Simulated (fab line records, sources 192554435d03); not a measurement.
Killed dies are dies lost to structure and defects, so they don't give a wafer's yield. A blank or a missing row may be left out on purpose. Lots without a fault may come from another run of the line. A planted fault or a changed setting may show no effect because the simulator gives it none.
Chamber matching | flow n5_finfet | N5_BEOL_M14_ETCH_68 on rie_diel-04: 4 sister chambers
The step etches SOC in N2/H2, time 450 s. 22 wafers are shown with their chamber, then 11 later ones without.

WAFERS WITH THEIR CHAMBER
wafer  | chamber | drypump_motor_current_A (A) | showerhead_plenum_p_Torr (Torr) | throttle_valve_pct (%)
L076.2 | 0       | 5.0                         | 2.44                            | 17.85
L076.3 | 3       | 5.8                         | 2.51                            | 17.59
L076.6 | 0       | 5.0                         | 2.44                            | 17.84
L074.1 | 1       | 5.7                         | 2.41                            | 17.46
L074.3 | 0       | 4.9                         | 2.44                            | 17.85
L074.5 | 3       | 5.8                         | 2.51                            | 17.59
L078.1 | 3       | 5.8                         | 2.50                            | 17.61
L078.3 | 0       | 4.9                         | 2.44                            | 17.88
L078.6 | 3       | 5.8                         | 2.50                            | 17.60
L080.1 | 0       | 4.9                         | 2.43                            | 17.87
L080.3 | 1       | 5.7                         | 2.41                            | 17.47
L080.4 | 1       | 5.7                         | 2.41                            | 17.50
L081.1 | 3       | 5.8                         | 2.50                            | 17.63
L081.4 | 2       | 6.8                         | 2.50                            | 17.81
L081.6 | 0       | 4.9                         | 2.43                            | 17.88
L082.1 | 1       | 5.7                         | 2.41                            | 17.51
L082.3 | 3       | 5.8                         | 2.50                            | 17.62
L082.6 | 3       | 5.8                         | 2.50                            | 17.62
L085.3 | 1       | 5.7                         | 2.40                            | 17.54
L085.5 | 0       | 5.0                         | 2.43                            | 17.90
L085.6 | 2       | 6.8                         | 2.49                            | 17.83
L086.1 | 1       | 5.7                         | 2.40                            | 17.52

SIGNATURES (means of the wafers above)
reading                  | chamber 0 | chamber 1 | chamber 2 | chamber 3 | scatter within a chamber
drypump_motor_current_A  | 4.943     | 5.700     | 6.800     | 5.800     | 0.0309
showerhead_plenum_p_Torr | 2.4357    | 2.4067    | 2.4950    | 2.5029    | 0.00526
throttle_valve_pct       | 17.8671   | 17.5000   | 17.8200   | 17.6086   | 0.0224
Rule: a wafer's distance from a chamber is the root of the sum, over the readings, of the square of ((its reading less the chamber's mean) divided by the reading's scatter). The wafer belongs to the nearest chamber; if the next one is less than 2 further off, it can't be placed. The scatter: the root of (the sum of the squares of (reading less its chamber's mean) over the shown wafers, divided by (wafers less chambers)).

WAFERS WITHOUT THEIR CHAMBER
wafer  | drypump_motor_current_A (A) | showerhead_plenum_p_Torr (Torr) | throttle_valve_pct (%)
L086.4 | 6.8                         | 2.49                            | 17.84
L086.5 | 5.0                         | 2.43                            | 17.91
L091.1 | 5.7                         | 2.40                            | 17.54
L091.4 | 5.8                         | 2.49                            | 17.20
L091.6 | 5.7                         | 2.40                            | 17.53
L093.1 | 5.7                         | 2.72                            | 17.03
L093.3 | 5.8                         | 2.49                            | 17.22
L093.5 | 5.0                         | 2.42                            | 17.94
L097.1 | 4.9                         | 2.42                            | 17.93
L097.3 | 5.8                         | 2.48                            | 17.24
L097.4 | 6.8                         | 2.48                            | 17.88

WHICH CHAMBER EACH WENT THROUGH
wafer  | from the rows above     | in truth
L086.4 | 2                       | 2
L086.5 | 0                       | 0
L091.1 | 1                       | 1
L091.4 | 3                       | 3
L091.6 | 1                       | 1
L093.1 | 3                       | 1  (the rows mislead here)
L093.3 | 3                       | 3
L093.5 | 0                       | 0
L097.1 | 0                       | 0
L097.3 | can't be placed: 3 or 1 | 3
L097.4 | 2                       | 2
Placed correctly: 9 of 11. Can't be placed from these rows: 1 (the true chamber is among the candidates in 1). Placed wrongly: 1.
